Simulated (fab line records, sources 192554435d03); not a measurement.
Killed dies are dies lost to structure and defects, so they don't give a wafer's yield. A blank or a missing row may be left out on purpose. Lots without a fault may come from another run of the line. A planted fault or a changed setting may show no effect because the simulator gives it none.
Chamber matching | flow n5_finfet | N5_BEOL_M0_PRE_CLEAN_131 on cvd_co-01: 3 sister chambers
The step time 15 s. 3 wafers are shown with their chamber, then 12 later ones without.

WAFERS WITH THEIR CHAMBER
wafer  | chamber | heater_power_w (W)
L089.5 | 1       | 91
L092.2 | 0       | 104
L092.5 | 2       | 80

WAFERS WITHOUT THEIR CHAMBER
wafer  | heater_power_w (W)
L093.1 | 81
L093.4 | 108
L093.6 | 91
L094.1 | 107
L094.3 | 92
L094.4 | 91
L095.2 | 82
L095.3 | 94
L095.4 | 93
L096.3 | 82
L096.4 | 105
L096.5 | 91

WHICH CHAMBER EACH WENT THROUGH
wafer  | from the rows above | in truth
L093.1 | 2                   | 2
L093.4 | 0                   | 0
L093.6 | 1                   | 1
L094.1 | 0                   | 0
L094.3 | 1                   | 1
L094.4 | 1                   | 1
L095.2 | 2                   | 2
L095.3 | 1                   | 1
L095.4 | 1                   | 1
L096.3 | 2                   | 2
L096.4 | 0                   | 0
L096.5 | 1                   | 1
Placed correctly: 12 of 12. Can't be placed from these rows: 0. Placed wrongly: 0.
How it was worked out, from the rows above alone: a wafer's distance from a chamber is the root of the sum, over the readings, of the square of ((its reading less the chamber's mean) divided by the reading's scatter). The wafer belongs to the nearest chamber; if the next one is less than 2 further off, it can't be placed. A chamber's mean is the mean of its shown wafers. The scatter: with one shown wafer a chamber, the root of the mean of the squares of how far each hidden wafer lies from its nearest shown one.
